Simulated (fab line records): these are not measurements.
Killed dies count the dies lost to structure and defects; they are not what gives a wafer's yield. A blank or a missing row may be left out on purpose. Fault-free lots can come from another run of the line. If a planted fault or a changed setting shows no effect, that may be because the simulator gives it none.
The tool behind it: which one? | flow nand-harc | 11 lots with 33 wafers sampled at 6 steps, on a route of 1159 steps

WHAT THE GAUGES SHOWED, per wafer
NHARC_THIN_TSV_CD_MEAS_37.
lot  | measured     | on        | cd-nm (nm)
L643 | day 18 18:42 | cd-sem-01 | 4997.5 4997.7 4997.8
L646 | day 19 00:40 | cd-sem-01 | 5002.1 5000.3 4999.4
L645 | day 19 01:35 | cd-sem-01 | 5005.6 5003.2 5005.0
L644 | day 19 10:36 | cd-sem-03 | 5000.8 4999.1 4999.7
L651 | day 21 02:14 | cd-sem-03 | 4999.1 4999.4 4999.8
L653 | day 21 13:28 | cd-sem-03 | 5000.4 4976.3 5001.3
L656 | day 22 05:56 | cd-sem-01 | 5001.6 5001.9 4975.6
L660 | day 23 00:29 | cd-sem-01 | 4997.0 4997.7 4996.9
L662 | day 23 13:35 | cd-sem-02 | 5001.1 4998.7 5001.2
L665 | day 24 13:10 | cd-sem-01 | 4997.5 4997.0 4999.0
L666 | day 25 01:06 | cd-sem-02 | 5000.1 5001.3 4999.5

NHARC_END_SORT_01.
lot  | measured     | on        | defect-limited-yield (%) | killed-at-array | killed-at-other | killed-at-periphery | killed-dies | killed-open | killed-short | sort_bin_2_pct (%) | sort_bin_3_pct (%) | sort_bin_4_pct (%) | sort-n-pass | sort-rim-yield-pct (%) | sort-yield-pct (%)
L651 | day 21 12:11 | prober-02 | 93.4                     | 37              | 3               | 5                   | 45          | 4           | 5            | 2.8                | 0.44               | 3.4                | 632         | 94.3                   | 93.4
L653 | day 21 23:28 | prober-02 | 96.0 96.6 95.3           | 21 16 25        | 0 0 0           | 6 7 7               | 27 23 32    | 2 4 4       | 2 2 2        | 1.2 1.5 1.5        | 0.30 0.15 0.30     | 2.5 1.8 3.0        | 650 654 645 | 97.2 93.4 92.5         | 96.0 96.6 95.3

WHICH TOOL RAN EACH LOT (tool, then ch and the chambers of the sampled wafers, then the start)
lot  | NHARC_A_BONDPAD_DEGAS_25     | NHARC_THIN_TSV_DESCUM_14           | NHARC_THIN_TSV_PVD_51                   | NHARC_THIN_TSV_ETCH_59
L643 | pvd-sputter-01, day 17 17:58 | rie-diel-02 ch 0,1,2, day 18 11:23 | pvd-sputter-01, day 18 17:39 or earlier | rie-metal-03 ch 0,1, day 18 17:39
L646 | pvd-sputter-01, day 18 02:34 | rie-diel-02 ch 0,1,2, day 18 17:08 | pvd-sputter-02, day 18 23:29 or earlier | rie-metal-03 ch 0,1, day 18 23:29
L645 | pvd-sputter-03, day 18 05:41 | rie-diel-12 ch 1,2,3, day 18 18:18 | pvd-sputter-03, day 19 00:28 or earlier | rie-metal-02 ch 0,1, day 19 00:28
L644 | pvd-sputter-01, day 18 12:19 | rie-diel-02 ch 0,1,2, day 19 03:11 | pvd-sputter-03, day 19 09:33 or earlier | rie-metal-03 ch 0,1, day 19 09:33
L651 | pvd-sputter-02, day 20 05:12 | rie-diel-06 ch 0,1,2, day 20 18:59 | pvd-sputter-02, day 21 01:06 or earlier | rie-metal-03 ch 0, day 21 01:06
L653 | pvd-sputter-02, day 20 14:25 | rie-diel-02 ch 0,1,3, day 21 06:14 | pvd-sputter-03, day 21 12:19 or earlier | rie-metal-01 ch 0,1, day 21 12:19
L656 | pvd-sputter-03, day 21 08:24 | rie-diel-02 ch 0,1,2, day 21 22:30 | pvd-sputter-02, day 22 04:43 or earlier | rie-metal-01 ch 0,1, day 22 04:43
L660 | pvd-sputter-02, day 22 02:28 | rie-diel-12 ch 1,2,3, day 22 16:40 | pvd-sputter-02, day 22 23:24 or earlier | rie-metal-03 ch 0,1, day 22 23:24
L662 | pvd-sputter-02, day 22 13:16 | rie-diel-12 ch 0,1,2, day 23 05:45 | pvd-sputter-02, day 23 12:02 or earlier | rie-metal-03 ch 0,1, day 23 12:02
L665 | pvd-sputter-02, day 23 15:20 | rie-diel-06 ch 1,3, day 24 05:48   | pvd-sputter-03, day 24 12:01 or earlier | rie-metal-03 ch 0,1, day 24 12:01
L666 | pvd-sputter-03, day 24 02:11 | rie-diel-12 ch 0,1,3, day 24 17:44 | pvd-sputter-01, day 24 23:59 or earlier | rie-metal-03 ch 0,1, day 24 23:59
- NHARC_A_BONDPAD_DEGAS_25: time 60 s.
- NHARC_THIN_TSV_DESCUM_14: chemistry O2, time 3 s.
- NHARC_THIN_TSV_PVD_51: deposits Cu, target thk 100 nm.
- NHARC_THIN_TSV_ETCH_59: etches the open film in Cl2/BCl3, target depth 880 nm, time 138.1 s.

AS READ BY THE TOOLS THEMSELVES (means over the sampled wafers that have a number; for cases with no such wafer, the mark the record gives instead)
NHARC_A_BONDPAD_DEGAS_25.
lot  | tool           | heater-power-w (W)
L643 | pvd-sputter-01 | 465
L646 | pvd-sputter-01 | 446
L645 | pvd-sputter-03 | 466
L644 | pvd-sputter-01 | 459
L651 | pvd-sputter-02 | 452
L653 | pvd-sputter-02 | 481
L656 | pvd-sputter-03 | 470
L660 | pvd-sputter-02 | 433
L662 | pvd-sputter-02 | 486
L665 | pvd-sputter-02 | 458
L666 | pvd-sputter-03 | 456

NHARC_THIN_TSV_DESCUM_14.
lot  | tool        | drypump-motor-current-A (A) | oes-product-au (a.u.) | rf-vpp-V (V) | showerhead-plenum-p-Torr (Torr) | throttle-valve-pct (%)
L643 | rie-diel-02 | 6.0                         | 0.999                 | 58.6         | 1.89                            | 11.305
L646 | rie-diel-02 | 6.0                         | 0.995                 | 58.0         | 1.89                            | 11.303
L645 | rie-diel-12 | 5.6                         | 0.999                 | 58.0         | 1.97                            | 11.306
L644 | rie-diel-02 | 6.0                         | 0.993                 | 58.2         | 1.89                            | 11.312
L651 | rie-diel-06 | 5.5                         | 0.999                 | 58.3         | 1.88                            | 11.314
L653 | rie-diel-02 | 5.9                         | 1.001                 | 58.5         | 1.93                            | 11.317
L656 | rie-diel-02 | 6.0                         | 1.003                 | 57.5         | 1.89                            | 11.310
L660 | rie-diel-12 | 5.6                         | 1.009                 | 58.8         | 1.96                            | 11.308
L662 | rie-diel-12 | 6.1                         | 1.003                 | 58.2         | 2.03                            | 11.325
L665 | rie-diel-06 | 5.8                         | 1.007                 | 57.2         | 1.83                            | 11.319
L666 | rie-diel-12 | 6.2                         | 0.993                 | 57.7         | 1.97                            | 11.320

NHARC_THIN_TSV_PVD_51.
lot  | tool           | throttle-valve-pct (%)
L643 | pvd-sputter-01 | 30.5
L646 | pvd-sputter-02 | 30.1
L645 | pvd-sputter-03 | 30.9
L644 | pvd-sputter-03 | 31.0
L651 | pvd-sputter-02 | 30.0
L653 | pvd-sputter-03 | 30.2
L656 | pvd-sputter-02 | 29.3
L660 | pvd-sputter-02 | 29.8
L662 | pvd-sputter-02 | 30.5
L665 | pvd-sputter-03 | 30.8
L666 | pvd-sputter-01 | 30.9

NHARC_THIN_TSV_ETCH_59.
lot  | tool         | drypump-motor-current-A (A) | oes-product-au (a.u.) | throttle-valve-pct (%)
L643 | rie-metal-03 | 5.3                         | 1.016                 | 22.267
L646 | rie-metal-03 | 5.3                         | 1.011                 | 22.266
L645 | rie-metal-02 | 5.0                         | 1.003                 | 22.263
L644 | rie-metal-03 | 5.3                         | 1.008                 | 22.264
L651 | rie-metal-03 | 5.4                         | 1.004                 | 22.259
L653 | rie-metal-01 | 6.0                         | 1.148                 | 22.255
L656 | rie-metal-01 | 6.0                         | 1.144                 | 22.258
L660 | rie-metal-03 | 5.3                         | 1.012                 | 22.270
L662 | rie-metal-03 | 5.3                         | 1.014                 | 22.268
L665 | rie-metal-03 | 5.3                         | 1.002                 | 22.262
L666 | rie-metal-03 | 5.3                         | 1.011                 | 22.266

THE ANSWER, worked out from the rows above alone
Rule: what is usual is taken from the lots themselves. The widest of any qualifying gaps counts: lots, ordered by their means at a reading, are off when they make up no more than a third of the lots, leave a main group of 4 or more, and stand apart from it by 3 or more times the standard deviation of that group's means. The tables above print the reading to a certain number of digits; a main group whose means all agree to those digits is not used. A lot without any number at a reading at which 4 lots or more have one is off too. The other lots that the step has rows for count as sound. After the gauges, taken in route order, come the tools' own readings; for these a lot's mean is taken, as printed above. At the first step where some lot is off, the reading lying furthest off is the one used; lots without a number count as furthest.
Off, at NHARC_THIN_TSV_ETCH_59 on oes-product-au: L653, L656. Mean 1.009 a.u. and standard deviation 0.0047 in the main group.
If a tool, at that step or one of the process steps before it, ran each lot that is off and ran no sound lot following the first of them, it fits. With no start given for some of its lots, NHARC_THIN_TSV_PVD_51 uses the hours and lot order of NHARC_THIN_TSV_ETCH_59. Can't be told from this: 2 tools fit, rie-diel-02 at NHARC_THIN_TSV_DESCUM_14, rie-metal-01 at NHARC_THIN_TSV_ETCH_59.

WHAT HAD BEEN PUT IN BY THE SIMULATOR
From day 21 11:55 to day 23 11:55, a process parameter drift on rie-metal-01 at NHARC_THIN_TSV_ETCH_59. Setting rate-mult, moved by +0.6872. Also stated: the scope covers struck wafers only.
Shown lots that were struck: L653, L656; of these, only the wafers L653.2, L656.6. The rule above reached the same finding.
